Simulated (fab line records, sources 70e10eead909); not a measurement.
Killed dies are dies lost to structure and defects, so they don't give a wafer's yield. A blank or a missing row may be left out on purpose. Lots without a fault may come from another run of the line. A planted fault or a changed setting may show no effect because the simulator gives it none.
fab line records | flow nand_harc
record lots=24 wafers=72 last_day=24
route steps=1159 shown A_SGD_CUT@762 A_SLIT@779 A_WL_FILL@823 A_CONTACT@854
lots that met no fault: from a run of the same line without faults
start_h: hours from the record's first day to the start of the lot's first wafer shown | wait_h: hours since the lot's step before | " the same as in the row above | L1.1+2: a row that stands for several wafers | - no value, or no start given | * or withheld: withheld | < > ~ a bound
route shown NAME@n: a module of which the file shows steps, and the number in the route of the first | usual: mean/standard deviation of fault-free wafers | same: alike in all rows | chamber/n: place in a boat | sites: the reading at each site | _std_site: their standard deviation | _edge_site: outer sites' mean less inner sites' | radius_mm: how far each site lies from the wafer's centre | mask NAME#n: copy n | behind: the tool/chamber that last shaped the wafer | hold: why the lot was held/for how many hours/how that ended | device: the transistor (n, p or np) that didn't switch | end of line: the same wafers' tests at the end of the route | a step without rows: its recipe alone | killed: dies lost to structure and defects at the first sort, not the wafer's yield | map: a wafer's dies, x killed, . not, _ none there
set.NAME: the setting as run; set.NAME@STEP: as run at that earlier step | model.NAME: the simulator's own value behind a step, which no gauge read
steps of the route over a sample of lots; a table a step, a row a wafer
services: from which hour (start_h, from the record's first day; less than 0 if before it) a tool's chamber was out of use, for how many hours, and why
## steps
# step NHARC_A_SGD_CUT_ETCH_58
# recipe target_depth_a=390 over_etch_frac=0.3 time_s=65 ion_energy_ev=80 cf4_flow_sccm=150 ar_flow_sccm=0 rf_w=300 bias_w=100 chemistry=CF4
# usual drypump_motor_current_A=5.8/0.54 oes_product_au=0.997/0.012 rf_vpp_V=151.0/1.2 showerhead_plenum_p_Torr=1.74/0.066 throttle_valve_pct=13.285/0.0091
# columns lot.wafer tool chamber start_h wait_h drypump_motor_current_A oes_product_au rf_hours_counter_h rf_vpp_V showerhead_plenum_p_Torr throttle_valve_pct
L075.1 rie_diel-05 0 311.24 0.1 6.4 0.981 13 151.4 1.77 13.298
L075.2 " 1 " " 6.3 0.973 13 152.8 1.85 13.295
L075.6 " 0 " " 6.4 0.976 - 152.9 1.77 13.298
L074.1 rie_diel-13 1 312.01 0.1 4.8 0.990 1 149.8 1.72 13.297
L074.2 " 2 " " 5.4 1.012 1 150.7 1.85 13.289
L074.6 " 1 " " 4.8 0.984 - 150.3 1.72 13.278
L076.1 rie_diel-13 0 326.22 0.1 5.9 0.994 3 150.1 1.66 13.297
L076.4 " 2 " " 5.4 1.012 3 151.4 1.85 13.283
L076.5 " 3 " " 5.4 0.999 - 150.2 1.70 13.287
L077.4 rie_diel-01 0 326.42 0.1 5.3 1.024 1 150.4 1.67 13.293
L077.3 " 1 " " 6.6 0.998 0 151.5 1.75 13.276
L077.5 " 3 " " 5.9 1.010 - 150.2 1.69 13.283
L078.1 rie_diel-05 1 326.98 0.1 6.3 0.978 16 153.9 1.85 13.295
L078.2 " 3 " " 6.2 1.005 12 149.7 1.71 13.286
L078.5 " 1 " " 6.3 0.981 - 151.1 1.85 13.277
L080.1 rie_diel-01 1 333.60 0.1 6.6 0.993 1 151.4 1.75 13.303
L080.4 " 3 " " 5.9 1.003 - 151.3 1.69 13.304
L080.6 " 1 " " 6.6 0.994 - 149.3 1.75 13.288
L079.3 rie_diel-05 1 333.74 0.1 6.3 0.976 17 150.9 1.85 13.292
L079.5 " 0 " " 6.4 0.991 - 150.7 1.77 13.297
L079.6 " 1 " " 6.4 0.969 - 151.9 1.85 13.277
L083.2 rie_diel-01 1 347.01 0.1 6.6 1.003 3 151.3 1.75 13.284
L083.6 " 3 " " 5.9 1.010 - 151.2 1.69 13.289
L083.5 " 0 " " 5.3 1.001 - 150.0 1.67 13.298
L082.1 rie_diel-13 0 347.17 0.1 5.9 0.985 8 149.6 1.66 13.288
L082.3 " 1 " " 4.8 0.999 7 151.0 1.72 13.295
L082.5 " 2 " " 5.4 1.005 - 151.3 1.84 13.280
L081.2 rie_diel-01 3 358.57 0.1 5.9 1.012 5 150.8 1.69 13.290
L081.1 " 0 " " 5.3 1.016 5 150.4 1.67 13.272
L081.5 " 0 " " 5.3 1.011 - 151.8 1.67 13.285
L084.4 rie_diel-13 0 370.29 0.1 5.8 0.987 8 151.2 1.66 13.280
L084.1 " 1 " " 4.8 1.002 8 150.4 1.71 13.291
L084.5 " 3 " " 5.4 0.995 - 151.4 1.70 13.294
L085.1 rie_diel-05 0 370.84 0.1 6.4 0.982 1 150.5 1.77 13.287
L085.6 " 3 " " 6.2 1.005 - 151.3 1.71 13.277
L085.5 " 0 " " 6.4 0.984 - 151.7 1.77 13.276
L087.1 rie_diel-05 2 379.97 0.1 5.5 0.990 2 151.1 1.83 13.272
L087.3 " 0 " " 6.4 0.974 2 151.7 1.77 13.290
L087.5 " 1 " " 6.4 0.984 - 153.7 1.85 13.261
L086.4 rie_diel-01 0 380.38 0.1 5.3 1.012 7 150.2 1.67 13.289
L086.1 " 1 " " 6.7 1.005 6 151.5 1.75 13.262
L086.2 " 3 " " 5.9 1.004 7 150.1 1.69 13.294
L088.2 rie_diel-13 0 389.68 0.1 5.9 0.996 9 150.1 1.66 13.291
L088.4 " 2 " " 5.3 1.013 8 153.0 1.84 13.290
L088.6 " 0 " " 5.9 0.995 - 149.3 1.66 13.274
L089.4 rie_diel-05 0 391.21 0.1 6.5 0.992 4 150.7 1.77 13.291
L089.5 " 0 " " 6.5 0.994 - 150.5 1.77 13.285
L089.6 " 1 " " 6.3 0.987 - 150.5 1.85 13.278
L090.2 rie_diel-13 2 408.42 0.1 5.4 1.002 9 152.2 1.84 13.261
L090.4 " 3 " " 5.4 0.997 10 150.5 1.70 13.286
L090.6 " 1 " " 4.8 0.999 - 150.4 1.71 13.295
L093.2 rie_diel-05 2 408.66 0.1 5.5 0.998 4 152.5 1.83 13.294
L093.3 " 3 " " 6.2 0.976 5 151.6 1.71 13.292
L093.1 " 0 " " 6.4 0.972 5 152.0 1.77 13.292
L092.3 rie_diel-13 0 408.90 0.1 5.9 0.985 10 149.6 1.66 13.286
L092.1 " 1 " " 4.8 1.004 10 151.0 1.71 13.286
L092.5 " 1 " " 4.8 1.003 - 151.5 1.71 13.285
L091.3 rie_diel-05 1 410.38 0.1 6.3 0.989 4 151.1 1.85 13.272
L091.1 " 0 " " 6.4 0.978 5 151.5 1.77 13.278
L091.6 " 2 " " 5.4 0.998 - 151.3 1.83 13.277
L094.4 rie_diel-13 3 419.78 0.1 5.4 0.994 11 151.0 1.70 13.290
L094.3 " 1 " " 4.8 1.004 11 151.3 1.71 13.283
L094.6 " 0 " " 5.8 0.985 - 149.4 1.66 13.292
L095.3 rie_diel-01 1 420.42 0.1 6.6 1.005 10 152.8 1.75 13.285
L095.6 " 3 " " 5.9 1.007 - 149.9 1.69 13.310
L095.5 " 0 " " 5.3 1.015 - 149.1 1.66 13.287
L097.1 rie_diel-05 2 438.85 0.1 5.4 1.003 9 152.2 1.83 13.288
L097.2 " 0 " " 6.4 0.975 8 152.4 1.77 13.284
L097.6 " 3 " " 6.2 0.985 - 150.5 1.71 13.265
L096.4 rie_diel-01 0 449.03 0.1 5.3 1.020 13 148.5 1.66 13.276
L096.1 " 2 " " 5.0 1.015 11 150.6 1.72 13.295
L096.6 " 1 " " 6.6 1.002 - 151.0 1.74 13.297
# step NHARC_A_SLIT_DEP_25
# recipe target_thk_a=2000 temp_c=400 pressure_torr=6.5 rf_w=900 teos_flow_sccm=161.4 flow_sccm=2650 target_thk_nm=200 gas=O2 material=SiO2
# usual heater_power_w=556/77 throttle_valve_pct=15.9/0.49
# columns lot.wafer tool chamber start_h wait_h heater_power_w throttle_valve_pct
L075.1 pecvd-02 1 317.84 0.1 478 15.8
L075.2 " 2 " " 583 16.6
L075.6 " 0 " " 594 15.6
L074.1 pecvd-02 1 318.03 0.1 541 15.6
L074.2 " 2 " " 549 16.6
L074.6 " 2 " " 575 16.8
L078.1 pecvd-04 1 334.33 0.1 630 15.8
L078.2 " 2 " " 556 15.8
L078.5 " 2 " " 565 15.7
L076.1 pecvd-04 2 334.60 0.3 487 15.7
L076.5 " 0 " " 640 16.7
L076.4 " 1 " " 672 15.9
L077.3 pecvd-03 2 334.66 0.3 631 15.6
L077.5 " 0 " " 421 16.3
L077.4 " 2 " " 648 15.5
L080.1 pecvd-04 1 341.14 0.1 656 15.8
L080.6 " 1 " " 677 15.8
L080.4 " 2 " " 524 16.0
L079.3 pecvd-03 1 341.27 0.2 449 15.5
L079.5 " 0 " " 421 16.3
L079.6 " 1 " " 471 15.5
L082.3 pecvd-04 2 353.16 0.1 553 15.7
L082.1 " 0 " " 590 16.8
L082.5 " 2 " " 563 15.7
L083.2 pecvd-03 2 353.32 0.2 516 15.1
L083.6 " 0 " " 505 16.5
L083.5 " 1 " " 584 15.5
L081.2 pecvd-03 1 366.77 0.1 528 15.2
L081.1 " 2 " " 645 15.4
L081.5 " 2 " " 649 15.1
L085.1 pecvd-02 0 376.49 0.1 675 15.5
L085.6 " 2 " " 515 16.4
L085.5 " 0 " " 678 15.5
L084.1 pecvd-03 0 376.49 0.1 461 16.7
L084.4 " 2 " " 651 15.5
L084.5 " 0 " " 466 16.5
L086.1 pecvd-03 2 388.50 0.1 552 15.3
L086.2 " 1 " " 505 15.5
L086.4 " 2 " " 564 15.6
L087.1 pecvd-02 1 388.54 0.1 505 15.8
L087.3 " 2 " " 597 16.3
L087.5 " 2 " " 466 16.2
L088.2 pecvd-04 1 398.42 0.1 529 15.8
L088.4 " 0 " " 546 16.2
L088.6 " 2 " " 664 15.7
L089.5 pecvd-03 2 398.49 0.2 650 15.5
L089.4 " 0 " " 407 16.6
L089.6 " 1 " " 577 15.8
L091.1 pecvd-02 0 414.74 0.1 713 15.5
L091.3 " 1 " " 525 15.8
L091.6 " 1 " " 406 15.7
L090.2 pecvd-03 2 414.74 0.1 646 15.5
L090.4 " 0 " " 469 16.8
L090.6 " 1 " " 486 15.7
L093.3 pecvd-03 2 414.96 0.2 559 15.5
L093.1 " 0 " " 471 16.4
L093.2 " 1 " " 575 15.2
L092.3 pecvd-02 2 415.01 0.2 543 16.5
L092.1 " 0 " " 715 15.4
L092.5 " 1 " " 516 15.7
L094.3 pecvd-04 0 426.07 0.1 644 16.4
L094.4 " 1 " " 492 15.6
L094.6 " 2 " " 547 15.8
L095.3 pecvd-03 2 426.19 0.2 550 15.7
L095.5 " 0 " " 436 16.4
L095.6 " 2 " " 562 15.4
L097.2 pecvd-03 1 446.06 0.1 508 15.7
L097.1 " 2 " " 664 15.4
L097.6 " 1 " " 515 15.7
L096.1 pecvd-03 1 456.99 0.1 574 15.6
L096.6 " 2 " " 631 15.2
L096.4 " 1 " " 591 15.8
# step NHARC_A_SLIT_ETCH_17
# recipe bias_v=900 source_w=withheld pressure_mtorr=20 ar_flow_sccm=375 c4f8_flow_sccm=83.3 o2_flow_sccm=41.7 time_s=1687.5 target_depth_a=1.01e+05 chemistry=C4F8/O2/Ar
# usual c4f8_flow_sccm=83.31/0.25 drypump_motor_current_A=5.7/0.31 he_backside_leak_sccm=5.7/0.6 showerhead_plenum_p_Torr=3.72/0.052 throttle_valve_pct=32.047/0.0088
# columns lot.wafer tool chamber start_h wait_h c4f8_flow_sccm drypump_motor_current_A he_backside_leak_sccm rf_hours_counter_h showerhead_plenum_p_Torr throttle_valve_pct
L075.2 har_etch-02 1 322.69 - 83.16 5.8 5.6 174 3.69 32.044
L075.1 " 0 " " 83.20 5.5 6.2 174 3.69 32.030
L075.6 " 1 " " 83.24 5.8 5.8 - 3.69 32.044
L074.1 har_etch-02 0 324.39 - 83.17 5.5 6.0 176 3.69 32.045
L074.2 " 1 " " 83.25 5.8 5.4 176 3.69 32.053
L074.6 " 1 325.66 - 83.38 5.8 5.7 - 3.69 32.052
L078.2 har_etch-02 1 338.44 - 83.30 5.8 5.6 181 3.68 32.051
L078.1 " 0 " " 83.43 5.5 6.2 181 3.69 32.058
L078.5 " 0 339.70 - 83.38 5.5 6.7 - 3.69 32.043
L076.1 har_etch-01 0 338.98 - 83.43 6.0 5.5 8 3.79 32.042
L076.4 " 1 " " 83.85 5.3 4.7 - 3.79 32.047
L076.5 " 0 " " 83.52 6.0 8.8 - 3.79 32.031
L077.3 har_etch-02 1 340.64 - 83.53 5.8 5.7 - 3.68 32.030
L077.4 " 0 " " 83.28 5.5 5.8 - 3.69 32.050
L077.5 " 0 " " 83.57 5.5 6.1 - 3.69 32.059
L080.1 har_etch-02 0 345.11 - 83.31 5.5 5.9 184 3.69 32.045
L080.4 " 1 " " 83.22 5.8 5.7 - 3.68 32.038
L080.6 " 0 " " 83.63 5.5 6.1 - 3.69 32.049
L079.3 har_etch-01 0 346.01 - 83.61 6.1 5.5 - 3.79 32.041
L079.5 " 1 " " 83.34 5.2 4.8 - 3.79 32.052
L079.6 " 0 " " 83.31 6.1 5.7 - 3.79 32.037
L082.1 har_etch-02 1 357.61 - 83.52 5.8 5.9 194 3.68 32.024
L082.3 " 1 " " 83.33 5.9 5.8 - 3.68 32.047
L082.5 " 0 " " 83.13 5.5 6.4 - 3.68 32.056
L083.2 har_etch-01 1 358.09 - 83.44 5.2 4.8 23 3.79 32.032
L083.5 " 1 " " 83.15 5.2 4.9 - 3.79 32.056
L083.6 " 0 " " 83.69 6.1 5.7 - 3.79 32.053
L081.1 har_etch-02 0 373.20 - 83.48 5.5 6.4 199 3.68 32.055
L081.2 " 1 " " 83.25 5.8 5.8 199 3.67 32.052
L081.5 " 0 " " 83.50 5.5 6.5 - 3.68 32.057
L085.1 har_etch-02 1 380.59 - 83.63 5.8 5.4 200 3.67 32.035
L085.6 " 0 " " 83.74 5.5 6.2 - 3.68 32.030
L085.5 " 1 " " 83.59 5.8 5.3 - 3.67 32.050
L084.1 har_etch-01 0 380.84 - 83.25 6.1 5.6 32 3.78 32.045
L084.4 " 1 " " 83.79 5.2 4.7 - 3.78 32.038
L084.5 " 0 " " 83.33 6.1 5.6 - 3.78 32.056
L087.1 har_etch-02 1 394.76 - 83.11 5.8 5.9 206 3.67 32.037
L087.3 " 0 " " 83.51 5.5 6.1 - 3.68 32.051
L087.5 " 1 " " 83.27 5.8 5.9 - 3.67 32.047
L086.2 har_etch-01 1 395.38 - 83.17 5.2 4.7 38 3.78 32.054
L086.1 " 0 " " 82.99 6.1 5.8 38 3.78 32.035
L086.4 " 0 " " 83.09 6.1 5.7 - 3.78 32.064
L088.2 har_etch-02 1 403.16 - 83.29 5.8 5.7 211 3.67 32.056
L088.4 " 1 " " 83.22 5.8 5.6 - 3.67 32.047
L088.6 " 1 " " 83.49 5.8 5.4 - 3.67 32.044
L089.4 har_etch-01 1 404.68 - 83.36 5.3 5.0 - 3.77 32.045
L089.5 " 0 " " 83.50 6.1 5.8 - 3.78 32.042
L089.6 " 1 " " 83.26 5.2 5.0 - 3.77 32.049
L090.2 har_etch-01 0 418.96 - 82.84 6.1 5.8 44 3.77 32.061
L090.4 " 1 " " 83.36 5.3 5.0 - 3.77 32.033
L090.6 " 1 " " 83.13 5.3 5.0 - 3.77 32.050
L091.1 har_etch-01 1 420.63 - 83.49 5.2 5.0 46 3.77 32.041
L091.3 " 0 " " 83.61 6.1 5.9 - 3.77 32.047
L091.6 " 0 " " 83.51 6.1 5.8 - 3.77 32.047
L093.1 har_etch-01 1 422.06 - 83.45 5.3 4.9 47 3.77 32.040
L093.2 " 0 " " 82.86 6.0 6.1 47 3.77 32.033
L093.3 " 0 " " 83.26 6.1 5.9 - 3.77 32.061
L092.1 har_etch-02 0 422.81 - 83.07 5.5 6.4 221 3.67 32.045
L092.3 " 0 " " 83.23 5.5 6.1 - 3.67 32.035
L092.5 " 1 " " 83.57 5.8 5.9 - 3.66 32.044
L094.3 har_etch-01 1 430.81 - 83.28 5.3 4.8 - 3.77 32.043
L094.4 " 0 " " 83.30 6.1 5.7 - 3.77 32.048
L094.6 " 1 " " 83.13 5.3 4.8 - 3.77 32.054
L095.3 har_etch-02 0 431.63 - 83.09 5.5 6.7 - 3.67 32.053
L095.5 " 1 " " 83.09 5.8 5.6 - 3.66 32.050
L095.6 " 0 " " 83.58 5.5 6.1 - 3.67 32.064
L097.1 har_etch-01 0 451.04 - 83.23 6.1 5.9 58 3.77 32.028
L097.2 " 1 " " 82.78 5.2 4.9 58 3.77 32.040
L097.6 " 0 " " 82.68 6.1 5.7 - 3.77 32.050
L096.1 har_etch-02 0 461.29 - 83.72 5.5 6.7 231 3.66 32.051
L096.4 " 0 " " 84.10 5.5 6.5 - 3.66 32.051
L096.6 " 0 " " 83.52 5.5 6.6 - 3.66 32.034
# step NHARC_A_SLIT_CD_MEAS_21
# usual cd_nm=289.5/0.81
# columns lot.wafer tool chamber start_h wait_h cd_nm
L075.1 cd_sem-03 - 325.34 - 289.3
L075.2 " - " " 290.9
L075.6 " - " " 290.2
L074.1 cd_sem-01 - 327.08 - 290.1
L074.2 " - " " 289.7
L074.6 " - " " 290.5
L078.1 cd_sem-03 - 341.10 - 289.0
L078.2 " - " " 289.8
L078.5 " - " " 289.6
L076.1 cd_sem-03 - 341.35 - 291.0
L076.4 " - " " 289.5
L076.5 " - " " 289.2
L077.3 cd_sem-02 - 342.83 - 289.4
L077.4 " - " " 290.1
L077.5 " - " " 290.8
L080.1 cd_sem-02 - 347.78 - 289.1
L080.4 " - " " 288.3
L080.6 " - " " 288.1
L079.3 cd_sem-03 - 347.92 - 290.2
L079.5 " - " " 291.3
L079.6 " - " " 289.0
L082.1 cd_sem-01 - 360.24 - 289.8
L082.3 " - " " 289.9
L082.5 " - " " 290.9
L083.2 cd_sem-03 - 360.72 - 290.1
L083.5 " - " " 289.8
L083.6 " - " " 289.5
L081.1 cd_sem-01 - 375.84 - 289.7
L081.2 " - " " 288.9
L081.5 " - " " 289.4
L085.1 cd_sem-03 - 383.00 - 290.3
L085.5 " - " " 288.8
L085.6 " - " " 289.6
L084.1 cd_sem-02 - 383.24 - 289.6
L084.4 " - " " 288.5
L084.5 " - " " 288.8
L087.1 cd_sem-02 - 397.42 - 289.4
L087.3 " - " " 288.0
L087.5 " - " " 287.4
L086.1 cd_sem-01 - 398.01 - 289.8
L086.2 " - " " 290.1
L086.4 " - " " 288.4
L088.2 cd_sem-01 - 405.55 - 290.1
L088.4 " - " " 290.1
L088.6 " - " " 290.7
L089.4 cd_sem-02 - 406.58 - 291.2
L089.5 " - " " 291.3
L089.6 " - " " 289.8
L090.2 cd_sem-02 - 421.35 - 289.8
L090.4 " - " " 288.5
L090.6 " - " " 288.6
L091.1 cd_sem-02 - 423.02 - 289.4
L091.3 " - " " 289.0
L091.6 " - " " 290.0
L093.1 cd_sem-01 - 424.79 - 289.5
L093.2 " - " " 289.3
L093.3 " - " " 289.6
L092.1 cd_sem-02 - 425.45 - 289.6
L092.3 " - " " 290.8
L092.5 " - " " 290.2
L094.3 cd_sem-03 - 432.96 - 289.1
L094.4 " - " " 289.3
L094.6 " - " " 289.4
L095.3 cd_sem-01 - 433.54 - 289.7
L095.5 " - " " 289.4
L095.6 " - " " 290.1
L097.1 cd_sem-02 - 453.64 - 288.9
L097.2 " - " " 290.9
L097.6 " - " " 288.9
L096.1 cd_sem-03 - 463.66 - 289.1
L096.4 " - " " 288.9
L096.6 " - " " 289.7
# step NHARC_A_WL_FILL_ETCHBACK_16
# recipe target_depth_a=880 time_s=17.6 c4f8_flow_sccm=withheld o2_flow_sccm=8 ar_flow_sccm=withheld rf_w=600 bias_w=800 chemistry=C4F8/O2/Ar
# usual oes_product_au=0.99/0.03 rf_vpp_V=722/3.4
# columns lot.wafer tool chamber start_h wait_h oes_product_au rf_hours_counter_h rf_vpp_V
L074.1 rie_diel-10 0 - - 1.00 10.7 721
L074.2 " 3 " " 1.03 11.2 719
L074.6 " 1 " " 1.01 - 728
L075.1 rie_diel-09 2 - - 0.99 4.0 723
L075.2 " 3 " " 1.01 3.5 719
L075.6 " 1 " " 1.02 - 721
L078.2 rie_diel-10 0 - - 1.02 0 720
L078.1 " 1 " " 1.02 0 728
L078.5 " 3 " " 1.01 - 720
L077.4 rie_diel-11 0 - - 0.92 4.1 722
L077.3 " 1 " " 0.93 3.7 717
L077.5 " 3 " " 0.91 - 725
L076.4 rie_diel-09 3 - - 0.99 4.0 721
L076.1 " 0 " " 0.99 3.5 717
L076.5 " 0 " " 0.98 - 717
L080.4 rie_diel-09 1 - - 1.00 4.5 725
L080.1 " 2 " " 1.00 4.7 723
L080.6 " 2 " " 0.99 - 721
L079.3 rie_diel-09 2 - - 0.99 4.8 723
L079.6 " 2 " " 0.98 - 721
L079.5 " 3 " " 1.00 - 721
L083.2 rie_diel-09 0 - - 0.91 3.7 716
L083.5 " 0 " " 0.93 - 718
L083.6 " 1 " " 0.93 - 723
L082.3 rie_diel-09 0 - - 0.94 3.7 716
L082.1 " 3 " " 0.97 4.3 721
L082.5 " 0 " " 0.95 - 717
L081.2 rie_diel-11 2 - - 1.01 0.8 725
L081.1 " 0 " " 1.00 0.8 722
L081.5 " 2 " " 1.00 - 726
L085.1 rie_diel-10 0 - - 1.01 2.7 722
L085.6 " 3 " " 1.01 - 719
L085.5 " 0 " " 1.01 - 722
L084.4 rie_diel-11 2 - - 0.99 0.8 726
L084.1 " 3 " " 0.98 0.9 724
L084.5 " 2 " " 1.00 - 728
L087.1 rie_diel-10 1 - - 1.03 3.7 729
L087.3 " 3 " " 1.01 2.8 721
L087.5 " 2 " " 1.00 - 722
L086.1 rie_diel-11 3 - - 0.98 1.3 724
L086.2 " 0 " " 1.00 1.3 723
L086.4 " 1 " " 1.02 1.2 716
L089.4 rie_diel-10 3 - - 1.01 3.1 720
L089.6 " 3 " " 1.01 - 720
L089.5 " 0 " " 1.00 - 723
L088.2 rie_diel-11 2 - - 1.00 1.6 726
L088.4 " 3 " " 0.98 1.7 725
L088.6 " 0 " " 0.99 - 722
L090.2 rie_diel-09 3 - - 1.01 0 720
L090.4 " 1 " " 1.00 0 724
L090.6 " 0 " " 1.00 - 717
L091.3 rie_diel-10 3 - - 1.00 4.1 719
L091.1 " 2 " " 0.99 4.5 723
L091.6 " 0 " " 1.00 - 721
L093.2 rie_diel-10 3 - - 1.01 4.3 719
L093.1 " 0 " " 1.00 5.3 723
L093.3 " 1 " " 1.01 5.7 728
L092.1 rie_diel-11 3 - - 0.97 2.1 724
L092.3 " 1 " " 1.00 1.8 716
L092.5 " 3 " " 0.97 - 723
L094.4 rie_diel-11 0 - - 1.00 2.1 722
L094.3 " 1 " " 0.99 1.9 717
L094.6 " 2 " " 0.99 - 726
L095.3 rie_diel-10 3 - - 1.02 4.6 719
L095.5 " 2 " " 1.00 - 721
L095.6 " 3 " " 1.01 - 719
L097.2 rie_diel-11 2 - - 0.94 2.6 728
L097.1 " 1 " " 0.92 2.4 714
L097.6 " 3 " " 0.90 - 725
L096.1 rie_diel-11 3 - - 0.99 2.9 725
L096.4 " 2 " " 1.01 2.8 728
L096.6 " 0 " " 1.00 - 722
# step NHARC_A_CONTACT_CD_MEAS_42
# recipe target_cd_nm=200 landing_energy_ev=500
# usual cd_nm=200.2/0.51
# columns lot.wafer tool chamber start_h wait_h cd_nm
L075.1 cd_sem-02 0 367.96 - 199.9
L075.2 " 0 " " 200.3
L075.6 " 0 " " 200.2
L074.1 cd_sem-03 0 370.14 - 199.3
L074.2 " 0 " " 199.9
L074.6 " 0 " " 200.1
L077.3 cd_sem-03 0 381.83 - 200.0
L077.4 " 0 " " 200.5
L077.5 " 0 " " 200.7
L078.1 cd_sem-03 0 382.06 - 199.5
L078.2 " 0 " " 199.8
L078.5 " 0 " " 199.9
L076.1 cd_sem-02 0 386.87 - 200.2
L076.4 " 0 " " 201.0
L076.5 " 0 " " 200.6
L080.1 cd_sem-03 0 393.98 - 200.2
L080.4 " 0 " " 200.5
L080.6 " 0 " " 200.6
L079.3 cd_sem-02 0 399.39 - 199.7
L079.5 " 0 " " 199.5
L079.6 " 0 " " 200.3
L083.2 cd_sem-01 0 405.76 - 200.7
L083.5 " 0 " " 199.9
L083.6 " 0 " " 200.7
L082.1 cd_sem-01 0 411.49 - 200.2
L082.3 " 0 " " 200.5
L082.5 " 0 " " 200.0
L085.1 cd_sem-02 0 423.84 - 199.6
L085.5 " 0 " " 199.7
L085.6 " 0 " " 200.5
L081.1 cd_sem-02 0 424.91 - 200.9
L081.2 " 0 " " 199.5
L081.5 " 0 " " 200.0
L084.1 cd_sem-03 0 432.50 - 200.0
L084.4 " 0 " " 199.9
L084.5 " 0 " " 200.5
L087.1 cd_sem-02 0 438.67 - 200.5
L087.3 " 0 " " 200.1
L087.5 " 0 " " 200.2
L086.1 cd_sem-02 0 441.13 - 200.3
L086.2 " 0 " " 199.4
L086.4 " 0 " " 200.0
L089.4 cd_sem-02 0 449.69 - 200.1
L089.5 " 0 " " 199.9
L089.6 " 0 " " 200.4
L088.2 cd_sem-02 0 456.18 - 200.9
L088.4 " 0 " " 200.2
L088.6 " 0 " " 200.5
L090.2 cd_sem-01 0 461.41 - 200.9
L090.4 " 0 " " 200.8
L090.6 " 0 " " 200.3
L091.1 cd_sem-03 0 462.08 - 201.0
L091.3 " 0 " " 200.4
L091.6 " 0 " " 201.2
L093.1 cd_sem-03 0 466.83 - 199.7
L093.2 " 0 " " 201.1
L093.3 " 0 " " 199.9
L092.1 cd_sem-02 0 471.27 - 199.9
L092.3 " 0 " " 199.5
L092.5 " 0 " " 200.4
L095.3 cd_sem-02 0 476.71 - 199.7
L095.5 " 0 " " 200.0
L095.6 " 0 " " 199.5
L094.3 cd_sem-02 0 478.91 - 199.8
L094.4 " 0 " " 199.8
L094.6 " 0 " " 200.1
L097.1 cd_sem-01 0 495.70 - 199.8
L097.2 " 0 " " 200.9
L097.6 " 0 " " 200.6
L096.1 cd_sem-01 0 501.87 - 200.3
L096.4 " 0 " " 199.7
L096.6 " 0 " " 199.4
## services
# columns tool chamber start_h hours kind
pecvd-03 - 292.36 13.0 pm
rie_diel-13 2 297.51 2.9 repair
rie_diel-10 0 297.69 8.5 repair
har_etch-01 - 305.00 17.0 pm
rie_diel-11 2 313.25 14.0 repair
rie_diel-01 - 314.80 9.0 pm
rie_diel-01 2 332.50 1.7 repair
rie_diel-09 0 336.09 15.1 repair
rie_diel-05 - 340.80 9.0 pm
rie_diel-11 1 346.25 7.7 repair
rie_diel-01 2 352.27 9.4 repair
rie_diel-10 - 353.50 9.0 pm
rie_diel-11 - 366.51 9.0 pm
rie_diel-10 - 369.04 0.5 repair
pecvd-03 0 383.30 13.1 repair
rie_diel-01 2 400.87 3.2 repair
rie_diel-05 - 402.94 0.5 repair
rie_diel-09 2 408.98 4.2 repair
rie_diel-10 - 426.76 0.2 repair
pecvd-03 - 450.68 0.5 repair
rie_diel-13 - 453.00 9.0 pm
rie_diel-05 1 466.88 7.2 repair
har_etch-01 - 469.02 2.2 repair
pecvd-03 - 473.62 13.0 pm
## key
fault none
